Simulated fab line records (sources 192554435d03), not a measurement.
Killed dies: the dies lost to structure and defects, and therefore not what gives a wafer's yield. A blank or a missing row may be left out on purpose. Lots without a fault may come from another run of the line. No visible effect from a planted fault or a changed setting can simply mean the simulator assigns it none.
The tool behind it: which one? || flow n5Finfet || 11 lots with 31 wafers sampled at 5 steps, on a route of 1938 steps

## WHAT THE GAUGES READ, wafer by wafer
The record lacks any reading of a measuring or inspecting step that a usual standard deviation could be used to judge.

## WHAT TOOL EACH LOT RAN ON (gives the tool, then ch and the chambers of the sampled wafers, and finally the start)
{"lot": "L736", "N5_BEOL_M10_ETCH_66": "rieDiel-04 ch 0,1, day 10 20:46", "N5_BEOL_M10_ALD_74": "aldMetal-04 ch 0,1,2, day 10 22:59", "N5_BEOL_M10_CVD_75": "cvdCo-02 ch 0,1, day 10 23:22", "N5_BEOL_M11_PECVD_70": "pecvd-02 ch 0,1, day 11 01:20", "N5_PASSIVATION_PROBE_49": "-"}
{"lot": "L734", "N5_BEOL_M10_ETCH_66": "rieDiel-02 ch 0,2, day 10 20:55", "N5_BEOL_M10_ALD_74": "aldMetal-01 ch 1,2,3, day 10 23:04", "N5_BEOL_M10_CVD_75": "cvdCo-01 ch 0,2, day 10 23:31", "N5_BEOL_M11_PECVD_70": "pecvd-04 ch 0,1,2, day 11 01:35", "N5_PASSIVATION_PROBE_49": "-"}
{"lot": "L735", "N5_BEOL_M10_ETCH_66": "rieDiel-04 ch 0,3, day 10 21:20", "N5_BEOL_M10_ALD_74": "aldMetal-03 ch 1,2, day 10 23:25", "N5_BEOL_M10_CVD_75": "cvdCo-02 ch 1,2, day 11 00:03", "N5_BEOL_M11_PECVD_70": "pecvd-02 ch 0,1, day 11 02:05", "N5_PASSIVATION_PROBE_49": "-"}
{"lot": "L738", "N5_BEOL_M10_ETCH_66": "rieDiel-03 ch 0,1,2, day 11 14:49", "N5_BEOL_M10_ALD_74": "aldMetal-04 ch 0,1,3, day 11 15:55", "N5_BEOL_M10_CVD_75": "cvdCo-01 ch 0,2, day 11 16:18", "N5_BEOL_M11_PECVD_70": "pecvd-04 ch 1,2, day 11 18:26", "N5_PASSIVATION_PROBE_49": "-"}
{"lot": "L737", "N5_BEOL_M10_ETCH_66": "rieDiel-04 ch 0,1,3, day 11 15:44", "N5_BEOL_M10_ALD_74": "aldMetal-03 ch 0,2,3, day 11 16:49", "N5_BEOL_M10_CVD_75": "cvdCo-01 ch 1,2, day 11 17:25", "N5_BEOL_M11_PECVD_70": "pecvd-04 ch 0,2, day 11 19:38", "N5_PASSIVATION_PROBE_49": "-"}
{"lot": "L741", "N5_BEOL_M10_ETCH_66": "rieDiel-04 ch 1,3, day 12 07:08", "N5_BEOL_M10_ALD_74": "aldMetal-01 ch 1,2, day 12 09:46", "N5_BEOL_M10_CVD_75": "cvdCo-01 ch 0,1, day 12 10:07", "N5_BEOL_M11_PECVD_70": "pecvd-01 ch 0,2, day 12 13:07", "N5_PASSIVATION_PROBE_49": "prober-02, day 14 10:21"}
{"lot": "L745", "N5_BEOL_M10_ETCH_66": "rieDiel-04 ch 1,2, day 12 21:10", "N5_BEOL_M10_ALD_74": "aldMetal-03 ch 1,2, day 12 22:19", "N5_BEOL_M10_CVD_75": "cvdCo-01 ch 1,2, day 12 22:49", "N5_BEOL_M11_PECVD_70": "pecvd-02 ch 0,2, day 13 00:38", "N5_PASSIVATION_PROBE_49": "-"}
{"lot": "L751", "N5_BEOL_M10_ETCH_66": "rieDiel-02 ch 0,1, day 14 11:25", "N5_BEOL_M10_ALD_74": "aldMetal-04 ch 0,2,3, day 14 12:33", "N5_BEOL_M10_CVD_75": "cvdCo-02 ch 0,2, day 14 12:53", "N5_BEOL_M11_PECVD_70": "pecvd-01 ch 0,1,2, day 14 14:42", "N5_PASSIVATION_PROBE_49": "-"}
{"lot": "L753", "N5_BEOL_M10_ETCH_66": "rieDiel-04 ch 2,3, day 15 11:12", "N5_BEOL_M10_ALD_74": "aldMetal-01 ch 0,1,3, day 15 13:32", "N5_BEOL_M10_CVD_75": "cvdCo-01 ch 0,1,2, day 15 14:04", "N5_BEOL_M11_PECVD_70": "pecvd-04 ch 0,1, day 15 18:28", "N5_PASSIVATION_PROBE_49": "-"}
{"lot": "L755", "N5_BEOL_M10_ETCH_66": "rieDiel-02 ch 0,1,2, day 16 02:53", "N5_BEOL_M10_ALD_74": "aldMetal-03 ch 0,3, day 16 03:58", "N5_BEOL_M10_CVD_75": "cvdCo-01 ch 0,2, day 16 04:23", "N5_BEOL_M11_PECVD_70": "pecvd-04 ch 1,2, day 16 06:10", "N5_PASSIVATION_PROBE_49": "-"}
{"lot": "L756", "N5_BEOL_M10_ETCH_66": "rieDiel-03 ch 0,1,3, day 16 12:24", "N5_BEOL_M10_ALD_74": "aldMetal-03 ch 0,3, day 16 13:31", "N5_BEOL_M10_CVD_75": "cvdCo-01 ch 0,1,2, day 16 13:54", "N5_BEOL_M11_PECVD_70": "pecvd-01 ch 0,1, day 16 15:50", "N5_PASSIVATION_PROBE_49": "-"}
- N5_BEOL_M10_ETCH_66: etches SOC in N2/H2, target depth 120 nm, overetch 24 nm, time 180 s.
- N5_BEOL_M10_ALD_74: deposits TaN, target thk 2 nm, pulse time 2 s, purge time 3 s.
- N5_BEOL_M10_CVD_75: deposits Co from CCTBA/H2, target thk 2 nm, time 138.9 s.
- N5_BEOL_M11_PECVD_70: deposits SiO2 from TEOS/O2, target thk 20 nm, time 22.7 s.
- N5_PASSIVATION_PROBE_49

## AS READ BY THE TOOLS THEMSELVES (means over the sampled wafers that have a number; for cases with no such wafer, the mark the record gives instead)
N5_BEOL_M10_ETCH_66.
{"lot": "L736", "tool": "rieDiel-04", "drypumpMotorCurrentA (A)": 5.6, "oesProductAu (a.u.)": 0.67, "rfFwdPowerW (W)": 836.6, "rfVppV (V)": 527.6, "showerheadPlenumPTorr (Torr)": 2.66, "throttleValvePct (%)": 17.54}
{"lot": "L734", "tool": "rieDiel-02", "drypumpMotorCurrentA (A)": 5.9, "oesProductAu (a.u.)": 0.65, "rfFwdPowerW (W)": 834.6, "rfVppV (V)": 523.1, "showerheadPlenumPTorr (Torr)": 2.52, "throttleValvePct (%)": 17.80}
{"lot": "L735", "tool": "rieDiel-04", "drypumpMotorCurrentA (A)": 5.5, "oesProductAu (a.u.)": 0.68, "rfFwdPowerW (W)": 835.4, "rfVppV (V)": 526.6, "showerheadPlenumPTorr (Torr)": 2.61, "throttleValvePct (%)": 17.49}
{"lot": "L738", "tool": "rieDiel-03", "drypumpMotorCurrentA (A)": 5.6, "oesProductAu (a.u.)": 0.72, "rfFwdPowerW (W)": 835.6, "rfVppV (V)": 523.4, "showerheadPlenumPTorr (Torr)": 2.52, "throttleValvePct (%)": 17.69}
{"lot": "L737", "tool": "rieDiel-04", "drypumpMotorCurrentA (A)": 5.6, "oesProductAu (a.u.)": 0.64, "rfFwdPowerW (W)": 835.4, "rfVppV (V)": 525.7, "showerheadPlenumPTorr (Torr)": 2.59, "throttleValvePct (%)": 17.65}
{"lot": "L741", "tool": "rieDiel-04", "drypumpMotorCurrentA (A)": 5.6, "oesProductAu (a.u.)": 0.61, "rfFwdPowerW (W)": 836.3, "rfVppV (V)": 525.4, "showerheadPlenumPTorr (Torr)": 2.54, "throttleValvePct (%)": 17.80}
{"lot": "L745", "tool": "rieDiel-04", "drypumpMotorCurrentA (A)": 6.0, "oesProductAu (a.u.)": 0.67, "rfFwdPowerW (W)": 834.9, "rfVppV (V)": 523.0, "showerheadPlenumPTorr (Torr)": 2.56, "throttleValvePct (%)": 17.71}
{"lot": "L751", "tool": "rieDiel-02", "drypumpMotorCurrentA (A)": 5.8, "oesProductAu (a.u.)": 0.67, "rfFwdPowerW (W)": 835.4, "rfVppV (V)": 526.2, "showerheadPlenumPTorr (Torr)": 2.60, "throttleValvePct (%)": 17.63}
{"lot": "L753", "tool": "rieDiel-04", "drypumpMotorCurrentA (A)": 6.1, "oesProductAu (a.u.)": 0.69, "rfFwdPowerW (W)": 835.4, "rfVppV (V)": 522.0, "showerheadPlenumPTorr (Torr)": 2.47, "throttleValvePct (%)": 17.65}
{"lot": "L755", "tool": "rieDiel-02", "drypumpMotorCurrentA (A)": 5.8, "oesProductAu (a.u.)": 0.63, "rfFwdPowerW (W)": 837.4, "rfVppV (V)": 524.8, "showerheadPlenumPTorr (Torr)": 2.55, "throttleValvePct (%)": 17.77}
{"lot": "L756", "tool": "rieDiel-03", "drypumpMotorCurrentA (A)": 6.0, "oesProductAu (a.u.)": 0.65, "rfFwdPowerW (W)": 836.9, "rfVppV (V)": 523.7, "showerheadPlenumPTorr (Torr)": 2.53, "throttleValvePct (%)": 17.84}

N5_BEOL_M10_ALD_74.
{"lot": "L736", "tool": "aldMetal-04", "heaterPowerW (W)": 449}
{"lot": "L734", "tool": "aldMetal-01", "heaterPowerW (W)": 381}
{"lot": "L735", "tool": "aldMetal-03", "heaterPowerW (W)": 403}
{"lot": "L738", "tool": "aldMetal-04", "heaterPowerW (W)": 432}
{"lot": "L737", "tool": "aldMetal-03", "heaterPowerW (W)": 463}
{"lot": "L741", "tool": "aldMetal-01", "heaterPowerW (W)": 382}
{"lot": "L745", "tool": "aldMetal-03", "heaterPowerW (W)": 410}
{"lot": "L751", "tool": "aldMetal-04", "heaterPowerW (W)": 441}
{"lot": "L753", "tool": "aldMetal-01", "heaterPowerW (W)": 403}
{"lot": "L755", "tool": "aldMetal-03", "heaterPowerW (W)": 484}
{"lot": "L756", "tool": "aldMetal-03", "heaterPowerW (W)": 461}

N5_BEOL_M10_CVD_75.
{"lot": "L736", "tool": "cvdCo-02", "runLengthS (s)": 161.7}
{"lot": "L734", "tool": "cvdCo-01", "runLengthS (s)": 162.2}
{"lot": "L735", "tool": "cvdCo-02", "runLengthS (s)": 161.8}
{"lot": "L738", "tool": "cvdCo-01", "runLengthS (s)": 161.2}
{"lot": "L737", "tool": "cvdCo-01", "runLengthS (s)": 108.8}
{"lot": "L741", "tool": "cvdCo-01", "runLengthS (s)": 121.0}
{"lot": "L745", "tool": "cvdCo-01", "runLengthS (s)": 121.8}
{"lot": "L751", "tool": "cvdCo-02", "runLengthS (s)": 161.7}
{"lot": "L753", "tool": "cvdCo-01", "runLengthS (s)": 161.8}
{"lot": "L755", "tool": "cvdCo-01", "runLengthS (s)": 161.9}
{"lot": "L756", "tool": "cvdCo-01", "runLengthS (s)": 161.8}

N5_BEOL_M11_PECVD_70.
{"lot": "L736", "tool": "pecvd-02", "heaterPowerW (W)": 767, "rfFwdPowerW (W)": 444.0, "showerheadPlenumPTorr (Torr)": 8.84, "throttleValvePct (%)": 23.1}
{"lot": "L734", "tool": "pecvd-04", "heaterPowerW (W)": 717, "rfFwdPowerW (W)": 445.7, "showerheadPlenumPTorr (Torr)": 8.77, "throttleValvePct (%)": 22.2}
{"lot": "L735", "tool": "pecvd-02", "heaterPowerW (W)": 722, "rfFwdPowerW (W)": 446.1, "showerheadPlenumPTorr (Torr)": 8.82, "throttleValvePct (%)": 23.1}
{"lot": "L738", "tool": "pecvd-04", "heaterPowerW (W)": 823, "rfFwdPowerW (W)": 443.6, "showerheadPlenumPTorr (Torr)": 8.76, "throttleValvePct (%)": 21.5}
{"lot": "L737", "tool": "pecvd-04", "heaterPowerW (W)": 655, "rfFwdPowerW (W)": 447.0, "showerheadPlenumPTorr (Torr)": 8.77, "throttleValvePct (%)": 23.3}
{"lot": "L741", "tool": "pecvd-01", "heaterPowerW (W)": 732, "rfFwdPowerW (W)": 443.4, "showerheadPlenumPTorr (Torr)": 8.71, "throttleValvePct (%)": 22.1}
{"lot": "L745", "tool": "pecvd-02", "heaterPowerW (W)": 644, "rfFwdPowerW (W)": 441.9, "showerheadPlenumPTorr (Torr)": 8.80, "throttleValvePct (%)": 21.4}
{"lot": "L751", "tool": "pecvd-01", "heaterPowerW (W)": 694, "rfFwdPowerW (W)": 445.3, "showerheadPlenumPTorr (Torr)": 8.69, "throttleValvePct (%)": 21.9}
{"lot": "L753", "tool": "pecvd-04", "heaterPowerW (W)": 750, "rfFwdPowerW (W)": 445.3, "showerheadPlenumPTorr (Torr)": 8.74, "throttleValvePct (%)": 23.0}
{"lot": "L755", "tool": "pecvd-04", "heaterPowerW (W)": 710, "rfFwdPowerW (W)": 444.9, "showerheadPlenumPTorr (Torr)": 8.79, "throttleValvePct (%)": 21.5}
{"lot": "L756", "tool": "pecvd-01", "heaterPowerW (W)": 747, "rfFwdPowerW (W)": 446.1, "showerheadPlenumPTorr (Torr)": 8.65, "throttleValvePct (%)": 22.5}

N5_PASSIVATION_PROBE_49.
{"lot": "L741", "tool": "prober-02", "defectLimitedYield (%)": 93.6, "killed_at_M0_to_M3": 16, "killed_at_M4_up": 19, "killedAtContacts": 8, "killedAtFrontEnd": 28, "killedAtOther": 5.0, "killedDies": 76, "killedOpen": 53, "killedShort": 22, "sort_bin_5_function (%)": 3.3, "sort_bin_6_memory (%)": 2.9, "sort_bin_8_speed (%)": 0.0, "sortNPass": 1104, "sortYieldPct (%)": 93.6}

## THE ANSWER, worked out from the rows above alone
Rule: the lots themselves supply what counts as usual. Put in order of their means at a reading, lots are off if they are a third of the lots or fewer, leave a main group of 4 or more, and stand apart from it by a gap of 3 or more times the standard deviation of the main group's means; of several such gaps the widest counts. A main group is skipped when, at the precision printed for the reading in the tables above, its means are all equal. Also off: a lot with no number at a reading for which 4 or more lots have one. All remaining lots with rows at the step are treated as sound. After the gauges, taken in route order, come the tools' own readings; for these a lot's mean is taken, as printed above. At the first step where some lot is off, the reading lying furthest off is the one used; lots without a number count as furthest.
Off at N5_BEOL_M10_CVD_75 (runLengthS): L737, L741, L745. Main group: mean 161.8 s, sd 0.26.
If a tool, at that step or one of the process steps before it, ran each lot that is off and ran no sound lot following the first of them, it fits. Not one of the candidates tried fits.

## WHAT THE SIMULATOR PUT IN
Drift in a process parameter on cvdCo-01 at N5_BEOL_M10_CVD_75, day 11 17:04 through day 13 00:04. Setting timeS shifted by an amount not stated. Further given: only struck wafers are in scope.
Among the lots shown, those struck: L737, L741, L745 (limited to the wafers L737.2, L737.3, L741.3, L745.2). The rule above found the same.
